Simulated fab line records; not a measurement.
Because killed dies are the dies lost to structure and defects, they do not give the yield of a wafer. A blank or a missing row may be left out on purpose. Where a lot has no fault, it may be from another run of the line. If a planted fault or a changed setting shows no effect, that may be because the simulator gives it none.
Which tool was responsible? + flow nand_harc + Sampling: 24 lots, 72 wafers, 6 of 1159 route steps

WHAT THE GAUGES READ, wafer by wafer
NHARC_A_CONTACT_CD_MEAS_69 targets a cd of 200 nm. Usual: 200.3 nm for cd_nm, sd 0.73.
| lot  | measured     | on        | cd_nm (nm)        | flag |
|------|--------------|-----------|-------------------|------|
| L075 | day 16 21:27 | cd_sem-02 | 199.0 199.6 198.6 |      |
| L074 | day 16 22:56 | cd_sem-03 | 199.1 200.6 199.9 |      |
| L077 | day 17 02:12 | cd_sem-01 | 200.6 199.3 200.3 |      |
| L078 | day 17 02:38 | cd_sem-02 | 200.4 200.8 200.3 |      |
| L079 | day 17 21:28 | cd_sem-03 | 200.4 200.9 200.4 |      |
| L076 | day 17 21:41 | cd_sem-01 | 201.2 201.5 200.6 |      |
| L084 | day 18 07:53 | cd_sem-03 | 199.8 198.9 199.7 |      |
| L081 | day 18 08:05 | cd_sem-03 | 200.6 200.0 200.9 |      |
| L080 | day 18 15:23 | cd_sem-03 | 200.1 200.9 200.5 |      |
| L083 | day 18 23:06 | cd_sem-03 | 201.1 200.5 201.1 |      |
| L082 | day 19 00:53 | cd_sem-01 | 201.8 200.5 200.1 |      |
| L088 | day 19 13:39 | cd_sem-02 | 199.4 199.8 199.2 |      |
| L087 | day 19 14:05 | cd_sem-01 | 200.3 200.1 199.9 |      |
| L086 | day 20 03:04 | cd_sem-02 | 199.2 200.1 199.0 |      |
| L085 | day 20 05:17 | cd_sem-03 | 200.9 200.6 200.8 |      |
| L090 | day 20 15:46 | cd_sem-01 | 201.8 201.0 201.6 |      |
| L091 | day 20 16:13 | cd_sem-01 | 200.5 200.5 200.9 |      |
| L092 | day 20 20:16 | cd_sem-01 | 200.2 199.2 199.5 |      |
| L089 | day 21 01:30 | cd_sem-01 | 200.4 200.5 200.6 |      |
| L094 | day 21 17:28 | cd_sem-01 | 200.7 200.5 200.8 |      |
| L095 | day 21 21:05 | cd_sem-03 | 199.0 200.3 200.3 |      |
| L096 | day 22 02:11 | cd_sem-02 | 201.2 199.9 200.2 |      |
| L093 | day 22 03:57 | cd_sem-02 | 199.9 199.8 199.9 |      |
| L097 | day 22 10:13 | cd_sem-01 | 200.0 200.6 200.4 |      |

NHARC_A_CONTACT_CD_MEAS_15. Usual: 89.9 nm for cd_nm, sd 0.79.
| lot  | measured     | on        | cd_nm (nm)     | flag |
|------|--------------|-----------|----------------|------|
| L075 | day 17 08:16 | cd_sem-01 | 88.8 88.8 89.3 |      |
| L074 | day 17 08:59 | cd_sem-03 | 91.6 91.0 89.7 |      |
| L077 | day 17 11:39 | cd_sem-03 | 90.6 89.0 90.9 |      |
| L078 | day 17 12:14 | cd_sem-01 | 88.0 89.1 88.8 |      |
| L079 | day 18 06:31 | cd_sem-01 | 89.3 89.6 88.5 |      |
| L076 | day 18 07:27 | cd_sem-03 | 89.3 91.1 90.3 |      |
| L084 | day 18 20:11 | cd_sem-01 | 89.9 91.5 90.8 |      |
| L081 | day 18 21:14 | cd_sem-03 | 89.1 90.0 90.8 |      |
| L080 | day 19 00:55 | cd_sem-03 | 90.9 90.0 90.7 |      |
| L083 | day 19 08:14 | cd_sem-01 | 91.3 88.7 89.1 |      |
| L082 | day 19 12:05 | cd_sem-03 | 88.6 89.4 88.8 |      |
| L088 | day 20 00:02 | cd_sem-01 | 88.7 90.4 90.9 |      |
| L087 | day 20 00:26 | cd_sem-02 | 89.1 89.1 89.3 |      |
| L086 | day 20 15:09 | cd_sem-03 | 89.1 89.7 90.9 |      |
| L085 | day 20 18:09 | cd_sem-02 | 90.2 89.9 89.7 |      |
| L090 | day 21 01:55 | cd_sem-02 | 89.5 89.1 88.7 |      |
| L091 | day 21 02:20 | cd_sem-01 | 90.7 90.3 89.8 |      |
| L092 | day 21 06:36 | cd_sem-01 | 89.8 89.1 89.9 |      |
| L089 | day 21 13:05 | cd_sem-02 | 89.8 89.6 90.7 |      |
| L094 | day 22 05:51 | cd_sem-03 | 90.4 89.4 90.0 |      |
| L095 | day 22 08:00 | cd_sem-02 | 90.0 91.4 91.4 |      |
| L096 | day 22 11:38 | cd_sem-03 | 89.9 90.2 89.1 |      |
| L093 | day 22 17:16 | cd_sem-01 | 89.7 90.5 89.8 |      |
| L097 | day 22 22:15 | cd_sem-01 | 89.9 89.5 90.5 |      |

WHICH TOOL RAN EACH LOT (tool, then ch and the chambers of the sampled wafers, then the start)
| lot  | NHARC_A_CONTACT_ETCH_129             | NHARC_A_CONTACT_ETCH_31                       | NHARC_A_CONTACT_ETCH_139             | NHARC_A_CONTACT_ETCH_98                       |
|------|--------------------------------------|-----------------------------------------------|--------------------------------------|-----------------------------------------------|
| L075 | har_cap_etch-02 ch 0,1, day 16 23:52 | rie_diel-08 ch 0,1,3, day 17 07:37 or earlier | har_cap_etch-03 ch 0,1, day 17 07:37 | rie_diel-05 ch 0,1,2, day 17 08:11            |
| L074 | har_cap_etch-03 ch 0,1, day 17 01:34 | rie_diel-02 ch 1,2,3, day 17 08:21 or earlier | har_cap_etch-01 ch 0,1, day 17 08:21 | rie_diel-02 ch 0,2,3, day 17 08:59 or earlier |
| L077 | har_cap_etch-01 ch 0,1, day 17 04:35 | rie_diel-02 ch 1,2,3, day 17 11:04 or earlier | har_cap_etch-02 ch 0,1, day 17 11:04 | rie_diel-02 ch 0,1,2, day 17 11:39 or earlier |
| L078 | har_cap_etch-02 ch 0,1, day 17 04:55 | rie_diel-05 ch 1,2,3, day 17 11:38 or earlier | har_cap_etch-03 ch 0,1, day 17 11:38 | rie_diel-05 ch 0,1, day 17 12:14 or earlier   |
| L079 | har_cap_etch-03 ch 1, day 17 23:33   | rie_diel-05 ch 1,3, day 18 05:56 or earlier   | har_cap_etch-01 ch 0,1, day 18 05:56 | rie_diel-05 ch 0,1,3, day 18 06:31 or earlier |
| L076 | har_cap_etch-01 ch 0,1, day 17 23:49 | rie_diel-08 ch 1,2, day 18 06:52 or earlier   | har_cap_etch-02 ch 0,1, day 18 06:52 | rie_diel-02 ch 0,1,2, day 18 07:27 or earlier |
| L084 | har_cap_etch-01 ch 0,1, day 18 10:00 | rie_diel-05 ch 0,2,3, day 18 19:39 or earlier | har_cap_etch-02 ch 0,1, day 18 19:39 | rie_diel-05 ch 0,1,3, day 18 20:11 or earlier |
| L081 | har_cap_etch-02 ch 0,1, day 18 10:10 | rie_diel-05 ch 0,3, day 18 20:37 or earlier   | har_cap_etch-01 ch 0,1, day 18 20:37 | rie_diel-02 ch 2,3, day 18 21:14 or earlier   |
| L080 | har_cap_etch-03 ch 0,1, day 18 17:58 | rie_diel-08 ch 0,3, day 19 00:20 or earlier   | har_cap_etch-02 ch 0,1, day 19 00:20 | rie_diel-02 ch 0,1, day 19 00:55 or earlier   |
| L083 | har_cap_etch-01 ch 0,1, day 19 01:11 | rie_diel-05 ch 1,2,3, day 19 07:37 or earlier | har_cap_etch-02 ch 0,1, day 19 07:37 | rie_diel-05 ch 0,2,3, day 19 08:14 or earlier |
| L082 | har_cap_etch-03 ch 0,1, day 19 03:32 | rie_diel-08 ch 1,2, day 19 11:28 or earlier   | har_cap_etch-02 ch 0,1, day 19 11:28 | rie_diel-05 ch 0,2, day 19 12:05 or earlier   |
| L088 | har_cap_etch-01 ch 0,1, day 19 15:58 | rie_diel-02 ch 0,1,2, day 19 23:26 or earlier | har_cap_etch-03 ch 0,1, day 19 23:26 | rie_diel-02 ch 0,1,3, day 20 00:02 or earlier |
| L087 | har_cap_etch-03 ch 0,1, day 19 16:23 | rie_diel-05 ch 1,2, day 19 23:48 or earlier   | har_cap_etch-02 ch 0,1, day 19 23:48 | rie_diel-05 ch 2,3, day 20 00:26 or earlier   |
| L086 | har_cap_etch-03 ch 0,1, day 20 05:09 | rie_diel-05 ch 0,1, day 20 14:32 or earlier   | har_cap_etch-01 ch 0,1, day 20 14:32 | rie_diel-05 ch 0,1,3, day 20 15:09 or earlier |
| L085 | har_cap_etch-01 ch 0,1, day 20 07:22 | rie_diel-05 ch 0,2,3, day 20 17:32 or earlier | har_cap_etch-03 ch 0,1, day 20 17:32 | rie_diel-02 ch 0,1,3, day 20 18:09 or earlier |
| L090 | har_cap_etch-01 ch 0,1, day 20 17:55 | rie_diel-05 ch 1,2,3, day 21 01:18 or earlier | har_cap_etch-02 ch 0,1, day 21 01:18 | rie_diel-02 ch 0,1,2, day 21 01:55 or earlier |
| L091 | har_cap_etch-02 ch 0,1, day 20 18:44 | rie_diel-05 ch 0,2,3, day 21 01:41 or earlier | har_cap_etch-03 ch 0,1, day 21 01:41 | rie_diel-05 ch 0,1,2, day 21 02:20 or earlier |
| L092 | har_cap_etch-01 ch 0,1, day 20 22:22 | rie_diel-05 ch 0,2,3, day 21 05:58 or earlier | har_cap_etch-02 ch 0,1, day 21 05:58 | rie_diel-02 ch 0,1, day 21 06:36 or earlier   |
| L089 | har_cap_etch-01 ch 0,1, day 21 03:35 | rie_diel-05 ch 1,2,3, day 21 12:26 or earlier | har_cap_etch-01 ch 0,1, day 21 12:26 | rie_diel-05 ch 1,2,3, day 21 13:00            |
| L094 | har_cap_etch-01 ch 0,1, day 21 19:55 | rie_diel-05 ch 0,3, day 22 05:05 or earlier   | har_cap_etch-02 ch 0,1, day 22 05:05 | rie_diel-08 ch 0,2, day 22 05:51 or earlier   |
| L095 | har_cap_etch-01 ch 0,1, day 21 23:31 | rie_diel-05 ch 1,2,3, day 22 07:23 or earlier | har_cap_etch-01 ch 0,1, day 22 07:23 | rie_diel-05 ch 1,2,3, day 22 08:00 or earlier |
| L096 | har_cap_etch-03 ch 0,1, day 22 04:30 | rie_diel-05 ch 0,2, day 22 10:50 or earlier   | har_cap_etch-01 ch 0,1, day 22 10:50 | rie_diel-05 ch 0,1,2, day 22 11:38 or earlier |
| L093 | har_cap_etch-03 ch 1, day 22 06:08   | rie_diel-02 ch 1,2,3, day 22 16:33 or earlier | har_cap_etch-01 ch 1, day 22 16:33   | rie_diel-02 ch 0,2, day 22 17:16 or earlier   |
| L097 | har_cap_etch-02 ch 0,1, day 22 12:59 | rie_diel-08 ch 1,2,3, day 22 21:35 or earlier | har_cap_etch-01 ch 0,1, day 22 21:35 | rie_diel-08 ch 2,3, day 22 22:15 or earlier   |
- NHARC_A_CONTACT_ETCH_129: etches the open film in C4F8/O2/Ar, time 155 s, target depth 956 nm.
- NHARC_A_CONTACT_ETCH_31: etches the open film in O2/COS, target depth 2000 nm, time 520 s.
- NHARC_A_CONTACT_ETCH_139: etches the open film in C4F8/O2/Ar, time 137 s, target depth 590 nm.
- NHARC_A_CONTACT_ETCH_98: etches the open film in C4F6/O2, target depth 20 nm, time 10 s.

AS READ BY THE TOOLS THEMSELVES (means over the sampled wafers that have a number; for cases with no such wafer, the mark the record gives instead)
NHARC_A_CONTACT_ETCH_31. Usual: drypump_motor_current_A 5.8 A, standard deviation 0.31; o2_flow_sccm 400.1 sccm, standard deviation 1.1; oes_product_au 1.000 a.u., standard deviation 0.017; rf_vpp_V 313.8 V, standard deviation 1.5; showerhead_plenum_p_Torr 3.09 Torr, standard deviation 0.081; throttle_valve_pct 28.331 %, standard deviation 0.01.
| lot  | tool        | drypump_motor_current_A (A) | o2_flow_sccm (sccm) | oes_product_au (a.u.) | rf_vpp_V (V) | showerhead_plenum_p_Torr (Torr) | throttle_valve_pct (%) | flag |
|------|-------------|-----------------------------|---------------------|-----------------------|--------------|---------------------------------|------------------------|------|
| L075 | rie_diel-08 | 5.5                         | 401.2               | 0.988                 | 313.7        | 3.05                            | 28.329                 |      |
| L074 | rie_diel-02 | 6.0                         | 399.7               | 1.002                 | 313.7        | 3.10                            | 28.326                 |      |
| L077 | rie_diel-02 | 6.0                         | 400.3               | 0.999                 | 314.0        | 3.10                            | 28.329                 |      |
| L078 | rie_diel-05 | 5.9                         | 399.1               | 0.999                 | 313.9        | 3.09                            | 28.335                 |      |
| L079 | rie_diel-05 | 5.8                         | 399.9               | 1.012                 | 312.7        | 3.09                            | 28.334                 |      |
| L076 | rie_diel-08 | 5.3                         | 398.8               | 0.996                 | 313.5        | 3.07                            | 28.318                 |      |
| L084 | rie_diel-05 | 5.9                         | 400.0               | 0.998                 | 314.7        | 3.12                            | 28.343                 |      |
| L081 | rie_diel-05 | 5.9                         | 400.0               | 1.004                 | 314.6        | 3.16                            | 28.333                 |      |
| L080 | rie_diel-08 | 5.6                         | 399.8               | 1.002                 | 313.8        | 3.10                            | 28.324                 |      |
| L083 | rie_diel-05 | 5.9                         | 399.8               | 1.012                 | 313.3        | 3.09                            | 28.335                 |      |
| L082 | rie_diel-08 | 5.6                         | 399.9               | 0.993                 | 314.7        | 3.12                            | 28.324                 |      |
| L088 | rie_diel-02 | 5.7                         | 401.1               | 0.997                 | 313.8        | 3.09                            | 28.333                 |      |
| L087 | rie_diel-05 | 6.0                         | 401.2               | 0.994                 | 312.7        | 3.03                            | 28.331                 |      |
| L086 | rie_diel-05 | 5.9                         | 399.3               | 1.012                 | 313.3        | 3.07                            | 28.338                 |      |
| L085 | rie_diel-05 | 5.9                         | 399.4               | 1.003                 | 313.8        | 3.12                            | 28.333                 |      |
| L090 | rie_diel-05 | 5.9                         | 400.4               | 0.998                 | 313.8        | 3.09                            | 28.326                 |      |
| L091 | rie_diel-05 | 5.9                         | 400.7               | 0.990                 | 314.2        | 3.12                            | 28.332                 |      |
| L092 | rie_diel-05 | 5.9                         | 400.5               | 1.000                 | 313.9        | 3.12                            | 28.326                 |      |
| L089 | rie_diel-05 | 5.9                         | 400.8               | 1.019                 | 314.0        | 3.08                            | 28.319                 |      |
| L094 | rie_diel-05 | 5.8                         | 400.4               | 1.015                 | 315.4        | 3.17                            | 28.329                 |      |
| L095 | rie_diel-05 | 5.9                         | 399.9               | 1.001                 | 313.7        | 3.08                            | 28.334                 |      |
| L096 | rie_diel-05 | 6.1                         | 401.6               | 0.991                 | 313.4        | 3.07                            | 28.323                 |      |
| L093 | rie_diel-02 | 6.0                         | 399.5               | 1.004                 | 313.3        | 3.08                            | 28.326                 |      |
| L097 | rie_diel-08 | 5.4                         | 399.0               | 0.997                 | 314.6        | 3.11                            | 28.331                 |      |

NHARC_A_CONTACT_ETCH_98. Usual: drypump_motor_current_A 5.8 A, standard deviation 0.32; o2_flow_sccm 19.99 sccm, standard deviation 0.06; oes_product_au 0.959 a.u., standard deviation 0.023; rf_vpp_V 546.2 V, standard deviation 2.2; showerhead_plenum_p_Torr 3.89 Torr, standard deviation 0.097; throttle_valve_pct 26.904 %, standard deviation 0.009.
| lot  | tool        | drypump_motor_current_A (A) | o2_flow_sccm (sccm) | oes_product_au (a.u.) | rf_vpp_V (V) | showerhead_plenum_p_Torr (Torr) | throttle_valve_pct (%) | flag |
|------|-------------|-----------------------------|---------------------|-----------------------|--------------|---------------------------------|------------------------|------|
| L075 | rie_diel-05 | 5.9                         | 20.01               | 0.946                 | 545.9        | 3.87                            | 26.908                 |      |
| L074 | rie_diel-02 | 5.7                         | 19.99               | 0.952                 | 545.4        | 3.86                            | 26.899                 |      |
| L077 | rie_diel-02 | 5.7                         | 20.02               | 0.938                 | 546.0        | 3.90                            | 26.896                 |      |
| L078 | rie_diel-05 | 5.9                         | 20.07               | 0.934                 | 547.0        | 3.91                            | 26.898                 |      |
| L079 | rie_diel-05 | 5.8                         | 19.95               | 0.954                 | 546.8        | 3.93                            | 26.912                 |      |
| L076 | rie_diel-02 | 5.7                         | 20.02               | 0.935                 | 545.6        | 3.89                            | 26.908                 |      |
| L084 | rie_diel-05 | 5.8                         | 20.01               | 0.963                 | 547.4        | 3.93                            | 26.898                 |      |
| L081 | rie_diel-02 | 6.1                         | 19.98               | 0.999                 | 544.5        | 3.85                            | 26.903                 |      |
| L080 | rie_diel-02 | 5.4                         | 19.97               | 0.938                 | 546.7        | 3.95                            | 26.904                 |      |
| L083 | rie_diel-05 | 6.0                         | 20.03               | 0.947                 | 547.2        | 3.92                            | 26.896                 |      |
| L082 | rie_diel-05 | 6.1                         | 20.00               | 0.983                 | 545.4        | 3.86                            | 26.902                 |      |
| L088 | rie_diel-02 | 5.8                         | 20.02               | 0.962                 | 548.2        | 3.94                            | 26.906                 |      |
| L087 | rie_diel-05 | 5.8                         | 19.97               | 0.983                 | 547.3        | 3.94                            | 26.906                 |      |
| L086 | rie_diel-05 | 5.8                         | 19.99               | 0.963                 | 546.7        | 3.92                            | 26.897                 |      |
| L085 | rie_diel-02 | 5.8                         | 19.97               | 0.996                 | 547.8        | 3.93                            | 26.903                 |      |
| L090 | rie_diel-02 | 5.7                         | 19.99               | 0.946                 | 545.6        | 3.88                            | 26.912                 |      |
| L091 | rie_diel-05 | 6.0                         | 19.95               | 0.947                 | 545.7        | 3.86                            | 26.904                 |      |
| L092 | rie_diel-02 | 5.4                         | 19.95               | 0.928                 | 546.6        | 3.94                            | 26.901                 |      |
| L089 | rie_diel-05 | 5.9                         | 19.98               | 0.974                 | 546.2        | 3.88                            | 26.914                 |      |
| L094 | rie_diel-08 | 6.0                         | 19.95               | 0.969                 | 546.4        | 3.88                            | 26.899                 |      |
| L095 | rie_diel-05 | 5.9                         | 19.97               | 0.956                 | 546.0        | 3.88                            | 26.909                 |      |
| L096 | rie_diel-05 | 5.9                         | 19.97               | 0.954                 | 545.9        | 3.86                            | 26.911                 |      |
| L093 | rie_diel-02 | 5.4                         | 20.01               | 0.968                 | 545.2        | 3.83                            | 26.899                 |      |
| L097 | rie_diel-08 | 5.5                         | 19.93               | 0.957                 | 547.8        | 3.97                            | 26.904                 |      |

THE ANSWER, worked out from the rows above alone
Rule: lot off if the mean of its wafers having a number is beyond 3 standard deviations from the usual mean. Also off: a lot with no number at a reading for which 4 or more lots have one. The other lots that the step has rows for count as sound. First the gauges in route order, then the tools' own readings, where a lot's mean is used as printed above. The first step at which some lot is off is used, and at that step the reading that is off furthest; a lot without a number counts as furthest.
No lot is off at any reading shown: from this, nothing can be told.

WHAT WAS PUT IN BY THE SIMULATOR
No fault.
